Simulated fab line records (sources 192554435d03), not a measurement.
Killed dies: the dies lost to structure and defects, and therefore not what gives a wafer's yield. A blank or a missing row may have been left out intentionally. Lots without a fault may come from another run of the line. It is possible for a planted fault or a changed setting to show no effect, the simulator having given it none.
fab line records    flow n5-finfet
[record] lots = 12  wafers = 36  last-day = 18
route steps=1938 shown BEOL_M8@1394 BEOL_M9@1403 PASSIVATION@1936
lots that met no fault: from a run of the same line without faults
start-h: hours from the record's first day to the start of the lot's first wafer shown    wait-h: time in hours since the lot's previous step    " same as the row above    L1.1+2: a row that stands for several wafers    - no value, or no start was given    * or withheld: withheld    < > ~ a bound
route shown NAME@n: NAME is a module with steps in the file, n the number in the route of the first one    usual: the fault-free wafers' mean and standard deviation    same: alike in all rows    chamber/n: place in a boat    sites: each site's reading    _std_site: standard deviation across them    _edge_site: inner sites' mean taken away from outer sites' mean    radius-mm: for every site, how far away it sits from the centre of the wafer    mask NAME#n: copy n    behind: tool/chamber where the wafer was last shaped    hold: the reason the lot was held/the length of the hold in hours/how it ended    device: which transistor (n, p or np) failed to switch    end of line: the tests these same wafers got at the end of their route    a step without rows: its recipe alone    killed: dies that structure and defects cost at the first sort, which is not the same as the wafer's yield    map: a wafer's dies, marking killed ones x, the rest . and places with no die _
set.NAME: the run value of the setting; set.NAME@STEP: its run value at that earlier step    model.NAME: the simulator's own value behind a step, which no gauge read
the route's steps for a sample of lots (tables are steps, rows are wafers)
services: when a tool's chamber went out of use (start-h, in hours from the record's first day, below 0 if earlier), for how many hours, and the reason
[[steps]]
[step N5_BEOL_M8_ANNEAL_51]
[recipe] temp-c = 225  time-s = 90  ambient = N2
[usual] wafer_temp_C_max = 226.21/0.3
lot.wafer  tool           chamber  start-h  wait-h  wafer_temp_C_max
L958.1     rtp-anneal-01  0        223.85   0.1     226.39
L958.4     "              0        "        "       226.17
L958.5     "              0        "        "       226.57
L960.2     rtp-anneal-02  0        247.12   0.1     225.98
L960.3     "              0        "        "       226.07
L960.5     "              0        "        "       225.67
L963.1     rtp-anneal-02  0        248.87   0.1     226.17
L963.2     "              0        "        "       225.90
L963.5     "              0        "        "       226.01
L965.2     rtp-anneal-02  0        252.98   0.1     225.86
L965.5     "              0        "        "       226.52
L965.6     "              0        "        "       225.94
L961.2     rtp-anneal-02  0        253.53   0.3     225.97
L961.3     "              0        "        "       225.82
L961.5     "              0        "        "       225.78
L964.2     rtp-anneal-02  0        253.82   0.1     226.21
L964.3     "              0        "        "       226.12
L964.5     "              0        "        "       226.09
L966.1     rtp-anneal-02  0        268.75   0.3     225.95
L966.2     "              0        "        "       226.04
L966.3     "              0        "        "       225.84
L967.4     rtp-anneal-01  0        270.13   0.2     226.36
L967.5     "              0        "        "       226.65
L967.6     "              0        "        "       226.39
L978.2     rtp-anneal-02  0        323.71   0.7     226.35
L978.3     "              0        "        "       226.37
L978.6     "              0        "        "       226.51
L980.1     rtp-anneal-01  0        346.14   0.2     226.67
L980.2     "              0        "        "       226.65
L980.5     "              0        "        "       226.57
L979.1     rtp-anneal-02  0        346.52   0.4     225.75
L979.3     "              0        "        "       226.29
L979.5     "              0        "        "       226.03
L981.1     rtp-anneal-02  0        353.32   0.2     226.58
L981.2     "              0        "        "       226.38
L981.4     "              0        "        "       226.18
[step N5_BEOL_M9_THK_MEAS_01]
[recipe] reads = SiCOH_lowk_of_BEOL_M9_ILD_DEP_00
[usual] M9_ILD_THK = 267/3.6
lot.wafer  tool           chamber  start-h  wait-h  M9_ILD_THK[nm]
L958.1     film-metro-01  -        225.26   0.4     264
L958.4     "              -        "        "       270
L958.5     "              -        "        "       272
L960.2     film-metro-01  -        248.48   0.4     267
L960.3     "              -        "        "       270
L960.5     "              -        "        "       272
L963.1     film-metro-02  -        250.25   0.4     260
L963.2     "              -        "        "       270
L963.5     "              -        "        "       272
L965.2     film-metro-01  -        254.31   0.4     263
L965.5     "              -        "        "       264
L965.6     "              -        "        "       267
L961.2     film-metro-02  -        254.86   0.4     262
L961.3     "              -        "        "       269
L961.5     "              -        "        "       264
L964.2     film-metro-02  -        255.21   0.4     266
L964.3     "              -        "        "       269
L964.5     "              -        "        "       270
L966.1     film-metro-02  -        270.79   0.8     269
L966.2     "              -        "        "       265
L966.3     "              -        "        "       267
L967.4     film-metro-02  -        271.37   0.2     270
L967.5     "              -        "        "       268
L967.6     "              -        "        "       265
L978.2     film-metro-01  -        325.07   0.4     261
L978.3     "              -        "        "       263
L978.6     "              -        "        "       269
L980.1     film-metro-01  -        347.56   0.4     268
L980.2     "              -        "        "       263
L980.5     "              -        "        "       266
L979.1     film-metro-02  -        348.04   0.4     268
L979.3     "              -        "        "       261
L979.5     "              -        "        "       270
L981.1     film-metro-01  -        354.70   0.4     266
L981.2     "              -        "        "       267
L981.4     "              -        "        "       268
[step N5_BEOL_M9_PECVD_70]
[recipe] material = SiO2  target-thk-a = 200  temp-c = 400  precursor = TEOS/O2  pressure-torr = 5.5  rf-w = 450  teos-flow-sccm = 53.8  gas = O2  flow-sccm = 3000  time-s = 22.7
[usual] heater-power-w = 680/83  showerhead-plenum-p-Torr = 8.76/0.054  susceptor-temp-C = 399.97/0.22  throttle-valve-pct = 22.4/1.5
lot.wafer  tool      chamber  start-h  wait-h  heater-power-w  showerhead-plenum-p-Torr  susceptor-temp-C  throttle-valve-pct
L958.1     pecvd-03  1        225.29   0.0     711             8.93                      399.87            23.3
L958.4     "         0        "        "       784             8.78                      400.25            21.7
L958.5     "         1        "        "       725             8.89                      400.00            23.3
L960.2     pecvd-04  2        248.51   0.0     668             8.74                      400.02            21.0
L960.3     "         1        "        "       791             8.79                      399.47            25.5
L960.5     "         2        "        "       667             8.73                      399.59            20.7
L963.1     pecvd-02  0        250.28   0.0     755             8.72                      400.18            20.8
L963.2     "         2        "        "       641             8.69                      400.15            22.3
L963.5     "         0        "        "       748             8.73                      399.91            20.8
L965.2     pecvd-02  2        254.35   0.0     591             8.71                      399.71            22.6
L965.5     "         2        "        "       586             8.72                      400.10            22.3
L965.6     "         0        "        "       624             8.72                      399.83            21.0
L961.2     pecvd-02  0        254.90   0.0     659             8.73                      399.97            20.8
L961.3     "         1        "        "       712             8.78                      400.56            22.9
L961.5     "         2        "        "       561             8.72                      399.76            22.4
L964.2     pecvd-02  2        255.25   0.0     544             8.70                      400.13            22.3
L964.3     "         1        "        "       666             8.78                      400.21            22.7
L964.5     "         1        "        "       673             8.77                      399.99            23.0
L966.1     pecvd-02  0        270.83   0.0     646             8.74                      399.61            20.9
L966.2     "         1        "        "       645             8.77                      400.04            22.6
L966.3     "         2        "        "       606             8.74                      394.24            22.4
L967.4     pecvd-02  1        271.43   0.1     713             8.79                      400.05            22.9
L967.5     "         2        "        "       546             8.72                      393.50            22.5
L967.6     "         0        "        "       619             8.74                      399.84            20.6
L978.2     pecvd-04  1        325.11   0.0     829             8.80                      399.66            25.6
L978.3     "         2        "        "       589             8.73                      400.23            20.8
L978.6     "         0        "        "       714             8.77                      399.91            23.9
L980.1     pecvd-04  1        347.60   0.0     735             8.77                      400.17            25.4
L980.2     "         2        "        "       660             8.76                      400.02            21.0
L980.5     "         1        "        "       720             8.79                      400.02            25.8
L979.1     pecvd-02  1        348.08   0.0     649             8.78                      399.80            22.5
L979.3     "         0        "        "       716             8.72                      399.82            21.2
L979.5     "         1        "        "       639             8.76                      399.91            22.8
L981.1     pecvd-03  1        354.73   0.0     817             8.88                      399.89            23.4
L981.2     "         0        "        "       691             8.76                      399.78            21.9
L981.4     "         1        "        "       811             8.89                      400.35            23.6
[step N5_BEOL_M9_CD_MEAS_11]
[recipe] target-cd-nm = 64.1  landing-energy-ev = 500  detector = se-inlens  polarity = opening
[usual] cd-nm = 64.0/0.63
lot.wafer  tool       chamber  start-h  wait-h  cd-nm
L958.1     cd-sem-03  0        226.33   -       63.5
L958.4     "          0        "        "       63.9
L958.5     "          0        "        "       63.0
L960.2     cd-sem-03  0        249.66   -       64.3
L960.3     "          0        "        "       63.1
L960.5     "          0        "        "       63.5
L963.1     cd-sem-03  0        252.60   -       63.8
L963.2     "          0        "        "       62.7
L963.5     "          0        "        "       64.5
L965.2     cd-sem-03  0        255.97   -       64.4
L965.5     "          0        "        "       63.7
L965.6     "          0        "        "       63.1
L961.2     cd-sem-03  0        256.13   -       65.0
L961.3     "          0        "        "       64.6
L961.5     "          0        "        "       63.8
L964.2     cd-sem-02  0        256.34   -       65.0
L964.3     "          0        "        "       63.6
L964.5     "          0        "        "       63.4
L966.1     cd-sem-03  0        273.07   -       63.2
L966.2     "          0        "        "       63.5
L966.3     "          0        "        "       63.7
L967.4     cd-sem-03  0        273.40   -       63.7
L967.5     "          0        "        "       63.1
L967.6     "          0        "        "       65.2
L978.2     cd-sem-01  0        327.16   -       63.1
L978.3     "          0        "        "       64.3
L978.6     "          0        "        "       63.8
L980.1     cd-sem-01  0        349.14   -       64.7
L980.2     "          0        "        "       63.1
L980.5     "          0        "        "       64.8
L979.1     cd-sem-01  0        349.42   -       63.8
L979.3     "          0        "        "       63.8
L979.5     "          0        "        "       65.0
L981.1     cd-sem-01  0        357.79   -       64.8
L981.2     "          0        "        "       64.3
L981.4     "          0        "        "       64.2
[step N5_PASSIVATION_PROBE_49]
[usual] defect-limited-yield = 91.6/1.4  killed_at_M0_to_M3 = 32/9.5  killed_at_M4_up = 13/6  killed-at-contacts = 12/5.6  killed-at-front-end = 39/11  killed-at-other = 2.8/2.3  killed-dies = 99/16  killed-on-rim = 12/3.4  killed-open = 65/12  killed-short = 32/7.6  sort_bin_4_leakage = 0.1/0.88  sort_bin_5_function = 4.8/0.88  sort_bin_6_memory = 3.2/0.65  sort-n-pass = 1077/29  sort-yield-pct = 91.2/2.5
[same] gross-dies = 1180  killed-at-back-side = 0  sort_bin_8_speed[%] = 0
lot.wafer  tool       chamber  start-h  wait-h  defect-limited-yield[%]  killed_at_M0_to_M3  killed_at_M4_up  killed-at-contacts  killed-at-front-end  killed-at-other  killed-dies  killed-on-rim  killed-open  killed-short  sort_bin_4_leakage[%]  sort_bin_5_function[%]  sort_bin_6_memory[%]  sort-n-pass  sort-yield-pct[%]
L965.2     prober-01  -        320.65   0.1     94.9                     20                  6                11                  20                   3                60           6              35           22            0                      2.8                     2.2                   1120         94.9
L965.5     prober-01  -        320.80   0.2     91.7                     34                  7                13                  43                   1                98           9              61           29            0                      4.8                     2.6                   1082         91.7
L965.6     prober-01  -        320.85   0.3     93.5                     37                  6                8                   25                   1                77           15             52           24            0                      3.6                     2.9                   1103         93.5
L966.2     prober-02  -        333.63   0.1     90.2                     32                  19               25                  35                   5                116          15             78           38            0                      5.9                     3.7                   1064         90.2
L966.3     prober-02  -        333.68   0.1     92.9                     25                  7                16                  30                   6                84           17             52           29            0                      4.0                     3.0                   1096         92.9
L967.6     prober-01  -        335.53   0.3     87.7                     37                  26               13                  56                   13               145          18             83           48            0                      6.2                     4.5                   1035         87.7
// killed by level:class
L965.2 MOL_CONTACT_COAG:geometric-particle:open=9 BEOL_M3:geometric-particle:short=5 ILD0:geometric-particle:open=4 BEOL_M2:geometric-particle:open=4 FIN_SAQP:geometric-particle:short=3 DUMMY_GATE:geometric-particle:open=3 BEOL_M0_SAQP:geometric-particle:short=3 BEOL_M6:geometric-particle:open=3
L965.5 FIN_SAQP:geometric-particle:open=14 MOL_CONTACT_COAG:geometric-particle:open=11 BEOL_M0_SAQP:geometric-particle:open=10 BEOL_M0_SAQP:geometric-particle:short=9 FIN_SAQP:geometric-particle:short=7 BEOL_M3:geometric-particle:open=7 HKMG_FIN:area-etch=7 DUMMY_GATE:geometric-particle:open=5
L965.6 BEOL_M3:geometric-particle:short=9 MOL_CONTACT_COAG:geometric-particle:open=7 BEOL_M0_SAQP:geometric-particle:short=7 BEOL_M3:geometric-particle:open=6 FIN_SAQP:geometric-particle:open=5 STI_FIN_REVEAL:geometric-particle:open=5 BEOL_M0_SAQP:geometric-particle:open=5 BEOL_M2:geometric-particle:open=4
L966.2 MOL_CONTACT_COAG:geometric-particle:open=19 FIN_SAQP:geometric-particle:short=8 BEOL_M3:geometric-particle:open=8 BEOL_M2:geometric-particle:open=7 MOL_CONTACT_COAG:geometric-particle:short=6 BEOL_M0_SAQP:geometric-particle:open=6 DUMMY_GATE:geometric-particle:open=5 BEOL_M4:geometric-particle:open=5
L966.3 MOL_CONTACT_COAG:geometric-particle:open=13 FIN_SAQP:geometric-particle:short=7 FIN_SAQP:geometric-particle:open=6 BEOL_M3:geometric-particle:open=6 STI_FIN_REVEAL:geometric-particle:open=5 BEOL_M0_SAQP:geometric-particle:open=4 MOL_CONTACT_COAG:geometric-particle:short=3 BEOL_M2:geometric-particle:open=3
L967.6 BEOL_M4:geometric-particle:open=14 BEOL_M0_SAQP:geometric-particle:open=13 BEOL_M0_SAQP:geometric-particle:short=12 FIN_SAQP:geometric-particle:open=11 MOL_CONTACT_COAG:geometric-particle:open=10 HKMG_FIN:area-etch=10 FIN_SAQP:geometric-particle:short=9 BEOL_M1:geometric-particle:open=6
[[services]]
tool           chamber  start-h  hours  kind
pecvd-03       2        202.38   -      clean
pecvd-03       2        202.38   -      consumable-replace:showerhead
pecvd-03       2        202.38   29.0   scheduled-down
pecvd-03       2        202.38   29.0   vent-cycle
rtp-anneal-01  -        214.33   2.1    pm
pecvd-03       1        215.67   2.1    scheduled-down
pecvd-03       -        228.10   5.5    pm
pecvd-04       2        228.18   5.5    scheduled-down
pecvd-02       2        242.89   5.5    scheduled-down
pecvd-03       0        255.81   2.1    scheduled-down
pecvd-02       1        277.24   2.1    scheduled-down
pecvd-02       1        292.04   5.5    scheduled-down
pecvd-02       2        305.72   2.1    scheduled-down
pecvd-02       0        312.96   5.5    scheduled-down
pecvd-02       0        330.75   2.1    scheduled-down
pecvd-04       -        331.13   1.0    repair
[[key]]
[first-sign] step = N5_BEOL_M9_PECVD_70  reading = susceptor-temp-C  direction = down  sigmas = 27  usual = *  struck = *
effect none on later readings
met-at N5_BEOL_M9_PECVD_70
struck-lots L966,L967
struck-wafers L966.3,L967.5
[baseline-loss] step = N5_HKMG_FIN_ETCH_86  wafers = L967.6
not-acting-at N5_BEOL_M8_ANNEAL_51,N5_BEOL_M9_THK_MEAS_01,N5_BEOL_M9_CD_MEAS_11
onset-between 255.25 270.83
[fault] kind = process-parameter-drift  tool = pecvd-02  chamber = 2  onset-h = 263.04  steps = N5_BEOL_M9_PECVD_70  channel = temp-c  offset = *  shape = step  end-h = 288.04  acts-in = *  stated = *
// baseline-loss: these wafers lose ten dies or more at that step, a loss of the line's own and not of a fault; the sort's usual values leave them out
